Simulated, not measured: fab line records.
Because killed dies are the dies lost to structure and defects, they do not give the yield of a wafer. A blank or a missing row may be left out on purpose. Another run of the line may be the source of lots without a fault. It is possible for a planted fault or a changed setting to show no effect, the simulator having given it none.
Which tool is to blame? / flow nand harc / 12 lots, 36 wafers sampled, at 4 steps of a route of 1302

## WHAT EACH GAUGE READ, for each wafer
No reading from a measuring or inspecting step in the record can be judged against a usual standard deviation.

## EACH LOT AND THE TOOL THAT RAN IT (in order: tool; ch and the chambers of the sampled wafers; start)
lot=L120; NHARC_A_CHANNEL_HOLE_D2_ETCH_27=har etch-02 ch 0,1, day 13 23:17; NHARC_A_CHANNEL_FILL_D2_ALD_14=ald hk-04 ch 0,2, day 14 06:23; NHARC_A_CHANNEL_FILL_D2_ETCHBACK_08=rie diel-12 ch 0,1, day 15 17:05; NHARC_A_CHANNEL_FILL_D2_STRIP_29=rie diel-12 ch 1,2, day 15 17:13
lot=L124; NHARC_A_CHANNEL_HOLE_D2_ETCH_27=har etch-01 ch 0,1, day 15 20:43; NHARC_A_CHANNEL_FILL_D2_ALD_14=ald hk-04 ch 1,2,3, day 16 05:43; NHARC_A_CHANNEL_FILL_D2_ETCHBACK_08=rie diel-12 ch 1,3, day 17 20:01; NHARC_A_CHANNEL_FILL_D2_STRIP_29=rie diel-12 ch 1,3, day 17 20:11
lot=L126; NHARC_A_CHANNEL_HOLE_D2_ETCH_27=har etch-02 ch 0,1, day 16 04:38; NHARC_A_CHANNEL_FILL_D2_ALD_14=ald hk-04 ch 1,2,3, day 16 13:44; NHARC_A_CHANNEL_FILL_D2_ETCHBACK_08=rie diel-12 ch 1,2,3, day 18 02:59; NHARC_A_CHANNEL_FILL_D2_STRIP_29=rie diel-12 ch 0,1,3, no start
lot=L125; NHARC_A_CHANNEL_HOLE_D2_ETCH_27=har etch-01 ch 0,1, day 16 05:07; NHARC_A_CHANNEL_FILL_D2_ALD_14=ald hk-02 ch 0,1,3, day 16 13:44; NHARC_A_CHANNEL_FILL_D2_ETCHBACK_08=rie diel-13 ch 1,2,3, day 18 02:58; NHARC_A_CHANNEL_FILL_D2_STRIP_29=rie diel-13 ch 1,2,3, no start
lot=L132; NHARC_A_CHANNEL_HOLE_D2_ETCH_27=har etch-01 ch 0,1, day 18 11:54; NHARC_A_CHANNEL_FILL_D2_ALD_14=ald hk-02 ch 0,1,3, day 18 20:54; NHARC_A_CHANNEL_FILL_D2_ETCHBACK_08=rie diel-13 ch 0,3, day 20 07:52; NHARC_A_CHANNEL_FILL_D2_STRIP_29=rie diel-13 ch 2,3, day 20 08:01
lot=L133; NHARC_A_CHANNEL_HOLE_D2_ETCH_27=har etch-01 ch 0,1, day 18 23:44; NHARC_A_CHANNEL_FILL_D2_ALD_14=ald hk-04 ch 0,3, day 19 11:54; NHARC_A_CHANNEL_FILL_D2_ETCHBACK_08=rie diel-13 ch 1,2, day 21 03:17; NHARC_A_CHANNEL_FILL_D2_STRIP_29=rie diel-13 ch 0,2,3, day 21 03:27
lot=L135; NHARC_A_CHANNEL_HOLE_D2_ETCH_27=har etch-01 ch 0,1, day 20 13:07; NHARC_A_CHANNEL_FILL_D2_ALD_14=ald hk-04 ch 0,1,3, day 20 22:42; NHARC_A_CHANNEL_FILL_D2_ETCHBACK_08=rie diel-12 ch 2,3, day 22 12:08; NHARC_A_CHANNEL_FILL_D2_STRIP_29=rie diel-12 ch 0,3, no start
lot=L137; NHARC_A_CHANNEL_HOLE_D2_ETCH_27=har etch-01 ch 1, day 20 21:29; NHARC_A_CHANNEL_FILL_D2_ALD_14=ald hk-01 ch 1,3, day 21 06:36; NHARC_A_CHANNEL_FILL_D2_ETCHBACK_08=rie diel-12 ch 0,1,3, day 22 19:56; NHARC_A_CHANNEL_FILL_D2_STRIP_29=rie diel-12 ch 0,3, no start
lot=L136; NHARC_A_CHANNEL_HOLE_D2_ETCH_27=har etch-02 ch 0,1, day 20 22:34; NHARC_A_CHANNEL_FILL_D2_ALD_14=ald hk-01 ch 0,1,2, day 21 06:23; NHARC_A_CHANNEL_FILL_D2_ETCHBACK_08=rie diel-11 ch 0,2,3, day 22 19:57; NHARC_A_CHANNEL_FILL_D2_STRIP_29=rie diel-11 ch 0,2,3, no start
lot=L139; NHARC_A_CHANNEL_HOLE_D2_ETCH_27=har etch-01 ch 0,1, day 21 17:53; NHARC_A_CHANNEL_FILL_D2_ALD_14=ald hk-01 ch 0,3, day 22 02:49; NHARC_A_CHANNEL_FILL_D2_ETCHBACK_08=rie diel-12 ch 0,3, day 23 18:53; NHARC_A_CHANNEL_FILL_D2_STRIP_29=rie diel-12 ch 0,2, no start
lot=L140; NHARC_A_CHANNEL_HOLE_D2_ETCH_27=har etch-01 ch 0,1, day 22 05:53; NHARC_A_CHANNEL_FILL_D2_ALD_14=ald hk-01 ch 0,2,3, day 22 18:08; NHARC_A_CHANNEL_FILL_D2_ETCHBACK_08=rie diel-11 ch 0,2,3, day 24 07:37; NHARC_A_CHANNEL_FILL_D2_STRIP_29=rie diel-11 ch 1,2,3, no start
lot=L141; NHARC_A_CHANNEL_HOLE_D2_ETCH_27=har etch-01 ch 1, day 22 18:22; NHARC_A_CHANNEL_FILL_D2_ALD_14=ald hk-04 ch 0,1,2, day 23 04:22; NHARC_A_CHANNEL_FILL_D2_ETCHBACK_08=rie diel-12 ch 0,1,2, day 24 19:33; NHARC_A_CHANNEL_FILL_D2_STRIP_29=rie diel-12 ch 0,2,3, no start
- NHARC_A_CHANNEL_HOLE_D2_ETCH_27: etches the open film in C4F8/O2/Ar, time 90 s, target depth 400 nm.
- NHARC_A_CHANNEL_FILL_D2_ALD_14: deposits SiO2, target thk 2.5 nm, pulse time 10 s, ald cycles 25.
- NHARC_A_CHANNEL_FILL_D2_ETCHBACK_08: etches the open film in C4F8, target depth 220 nm, time 110 s.
- NHARC_A_CHANNEL_FILL_D2_STRIP_29: strips in O2, time 20 s.

## AS READ BY THE TOOLS THEMSELVES (means over the sampled wafers that have a number; for cases with no such wafer, the mark the record gives instead)
NHARC_A_CHANNEL_HOLE_D2_ETCH_27. Usual: drypump motor current A 5.9 A, standard deviation 0.31; showerhead plenum p Torr 3.66 Torr, standard deviation 0.18; throttle valve pct 27.620 %, standard deviation 0.0094.
lot=L120; tool=har etch-02; drypump motor current A (A)=5.8; showerhead plenum p Torr (Torr)=3.45; throttle valve pct (%)=27.627; flag=
lot=L124; tool=har etch-01; drypump motor current A (A)=6.1; showerhead plenum p Torr (Torr)=3.61; throttle valve pct (%)=27.614; flag=
lot=L126; tool=har etch-02; drypump motor current A (A)=5.8; showerhead plenum p Torr (Torr)=3.43; throttle valve pct (%)=27.621; flag=
lot=L125; tool=har etch-01; drypump motor current A (A)=6.1; showerhead plenum p Torr (Torr)=3.61; throttle valve pct (%)=27.625; flag=
lot=L132; tool=har etch-01; drypump motor current A (A)=5.9; showerhead plenum p Torr (Torr)=3.64; throttle valve pct (%)=27.622; flag=
lot=L133; tool=har etch-01; drypump motor current A (A)=6.0; showerhead plenum p Torr (Torr)=3.58; throttle valve pct (%)=27.616; flag=
lot=L135; tool=har etch-01; drypump motor current A (A)=5.9; showerhead plenum p Torr (Torr)=3.62; throttle valve pct (%)=27.612; flag=
lot=L137; tool=har etch-01; drypump motor current A (A)=6.2; showerhead plenum p Torr (Torr)=3.51; throttle valve pct (%)=27.627; flag=
lot=L136; tool=har etch-02; drypump motor current A (A)=5.8; showerhead plenum p Torr (Torr)=3.96; throttle valve pct (%)=27.621; flag=
lot=L139; tool=har etch-01; drypump motor current A (A)=6.0; showerhead plenum p Torr (Torr)=3.56; throttle valve pct (%)=27.627; flag=
lot=L140; tool=har etch-01; drypump motor current A (A)=6.0; showerhead plenum p Torr (Torr)=3.56; throttle valve pct (%)=27.631; flag=
lot=L141; tool=har etch-01; drypump motor current A (A)=6.2; showerhead plenum p Torr (Torr)=3.50; throttle valve pct (%)=27.632; flag=

NHARC_A_CHANNEL_FILL_D2_ALD_14. Usual: heater power w 453 W, standard deviation 37; precursor pulse height rel 0.994, standard deviation 0.022.
lot=L120; tool=ald hk-04; heater power w (W)=461; precursor pulse height rel=1.004; flag=
lot=L124; tool=ald hk-04; heater power w (W)=482; precursor pulse height rel=0.988; flag=
lot=L126; tool=ald hk-04; heater power w (W)=485; precursor pulse height rel=0.991; flag=
lot=L125; tool=ald hk-02; heater power w (W)=439; precursor pulse height rel=1.013; flag=
lot=L132; tool=ald hk-02; heater power w (W)=439; precursor pulse height rel=0.981; flag=
lot=L133; tool=ald hk-04; heater power w (W)=456; precursor pulse height rel=0.996; flag=
lot=L135; tool=ald hk-04; heater power w (W)=471; precursor pulse height rel=0.995; flag=
lot=L137; tool=ald hk-01; heater power w (W)=402; precursor pulse height rel=0.996; flag=
lot=L136; tool=ald hk-01; heater power w (W)=443; precursor pulse height rel=0.977; flag=
lot=L139; tool=ald hk-01; heater power w (W)=474; precursor pulse height rel=0.989; flag=
lot=L140; tool=ald hk-01; heater power w (W)=457; precursor pulse height rel=0.996; flag=
lot=L141; tool=ald hk-04; heater power w (W)=473; precursor pulse height rel=1.006; flag=

NHARC_A_CHANNEL_FILL_D2_ETCHBACK_08. Usual: oes product au 0.97 a.u., standard deviation 0.034; rf vpp V 441.4 V, standard deviation 2.6; run length s 131.3 s, standard deviation 0.45.
lot=L120; tool=rie diel-12; oes product au (a.u.)=0.93; rf vpp V (V)=439.4; run length s (s)=131.2; flag=
lot=L124; tool=rie diel-12; oes product au (a.u.)=0.93; rf vpp V (V)=439.7; run length s (s)=191.8; flag=OFF
lot=L126; tool=rie diel-12; oes product au (a.u.)=0.99; rf vpp V (V)=441.0; run length s (s)=161.8; flag=OFF
lot=L125; tool=rie diel-13; oes product au (a.u.)=0.98; rf vpp V (V)=443.6; run length s (s)=131.0; flag=
lot=L132; tool=rie diel-13; oes product au (a.u.)=0.99; rf vpp V (V)=443.7; run length s (s)=130.9; flag=
lot=L133; tool=rie diel-13; oes product au (a.u.)=0.96; rf vpp V (V)=440.0; run length s (s)=131.3; flag=
lot=L135; tool=rie diel-12; oes product au (a.u.)=1.01; rf vpp V (V)=442.1; run length s (s)=131.5; flag=
lot=L137; tool=rie diel-12; oes product au (a.u.)=0.99; rf vpp V (V)=441.0; run length s (s)=131.1; flag=
lot=L136; tool=rie diel-11; oes product au (a.u.)=1.00; rf vpp V (V)=441.0; run length s (s)=131.6; flag=
lot=L139; tool=rie diel-12; oes product au (a.u.)=0.92; rf vpp V (V)=441.1; run length s (s)=131.1; flag=
lot=L140; tool=rie diel-11; oes product au (a.u.)=1.01; rf vpp V (V)=439.0; run length s (s)=131.6; flag=
lot=L141; tool=rie diel-12; oes product au (a.u.)=0.94; rf vpp V (V)=440.6; run length s (s)=131.2; flag=

NHARC_A_CHANNEL_FILL_D2_STRIP_29. Usual: drypump motor current A 5.5 A, standard deviation 0.37; oes product au 1.000 a.u., standard deviation 0.011; rf vpp V 57.9 V, standard deviation 0.85; showerhead plenum p Torr 3.57 Torr, standard deviation 0.13; throttle valve pct 17.037 %, standard deviation 0.0096.
lot=L120; tool=rie diel-12; drypump motor current A (A)=5.1; oes product au (a.u.)=1.011; rf vpp V (V)=57.6; showerhead plenum p Torr (Torr)=3.55; throttle valve pct (%)=17.048; flag=
lot=L124; tool=rie diel-12; drypump motor current A (A)=5.5; oes product au (a.u.)=0.993; rf vpp V (V)=57.8; showerhead plenum p Torr (Torr)=3.50; throttle valve pct (%)=17.034; flag=
lot=L126; tool=rie diel-12; drypump motor current A (A)=5.5; oes product au (a.u.)=1.010; rf vpp V (V)=58.0; showerhead plenum p Torr (Torr)=3.50; throttle valve pct (%)=17.047; flag=
lot=L125; tool=rie diel-13; drypump motor current A (A)=5.5; oes product au (a.u.)=1.001; rf vpp V (V)=57.4; showerhead plenum p Torr (Torr)=3.64; throttle valve pct (%)=17.033; flag=
lot=L132; tool=rie diel-13; drypump motor current A (A)=5.5; oes product au (a.u.)=0.988; rf vpp V (V)=58.8; showerhead plenum p Torr (Torr)=3.73; throttle valve pct (%)=17.033; flag=
lot=L133; tool=rie diel-13; drypump motor current A (A)=5.5; oes product au (a.u.)=0.997; rf vpp V (V)=58.4; showerhead plenum p Torr (Torr)=3.68; throttle valve pct (%)=17.046; flag=
lot=L135; tool=rie diel-12; drypump motor current A (A)=5.5; oes product au (a.u.)=1.000; rf vpp V (V)=57.3; showerhead plenum p Torr (Torr)=3.57; throttle valve pct (%)=17.027; flag=
lot=L137; tool=rie diel-12; drypump motor current A (A)=5.5; oes product au (a.u.)=0.992; rf vpp V (V)=58.3; showerhead plenum p Torr (Torr)=3.57; throttle valve pct (%)=17.040; flag=
lot=L136; tool=rie diel-11; drypump motor current A (A)=6.0; oes product au (a.u.)=1.009; rf vpp V (V)=57.2; showerhead plenum p Torr (Torr)=3.48; throttle valve pct (%)=17.034; flag=
lot=L139; tool=rie diel-12; drypump motor current A (A)=5.3; oes product au (a.u.)=1.011; rf vpp V (V)=57.7; showerhead plenum p Torr (Torr)=3.60; throttle valve pct (%)=17.032; flag=
lot=L140; tool=rie diel-11; drypump motor current A (A)=5.7; oes product au (a.u.)=1.002; rf vpp V (V)=58.5; showerhead plenum p Torr (Torr)=3.48; throttle valve pct (%)=17.040; flag=
lot=L141; tool=rie diel-12; drypump motor current A (A)=5.3; oes product au (a.u.)=1.002; rf vpp V (V)=57.9; showerhead plenum p Torr (Torr)=3.59; throttle valve pct (%)=17.028; flag=

## THE ANSWER, worked out from the rows above alone
Rule: a lot is off if the mean of its wafers that have a number lies more than 3 standard deviations from the usual mean. Also off: a lot with no number at a reading for which 4 or more lots have one. Any other lot the step has rows for is counted as sound. After the gauges, taken in route order, come the tools' own readings; for these a lot's mean is taken, as printed above. The first step at which some lot is off is used, and at that step the reading that is off furthest; a lot without a number counts as furthest.
Off: L124, L126, at NHARC_A_CHANNEL_FILL_D2_ETCHBACK_08 (run length s).
If a tool, at that step or one of the process steps before it, ran each lot that is off and ran no sound lot following the first of them, it fits. Not one of the candidates tried fits.

## WHAT WAS PUT IN BY THE SIMULATOR
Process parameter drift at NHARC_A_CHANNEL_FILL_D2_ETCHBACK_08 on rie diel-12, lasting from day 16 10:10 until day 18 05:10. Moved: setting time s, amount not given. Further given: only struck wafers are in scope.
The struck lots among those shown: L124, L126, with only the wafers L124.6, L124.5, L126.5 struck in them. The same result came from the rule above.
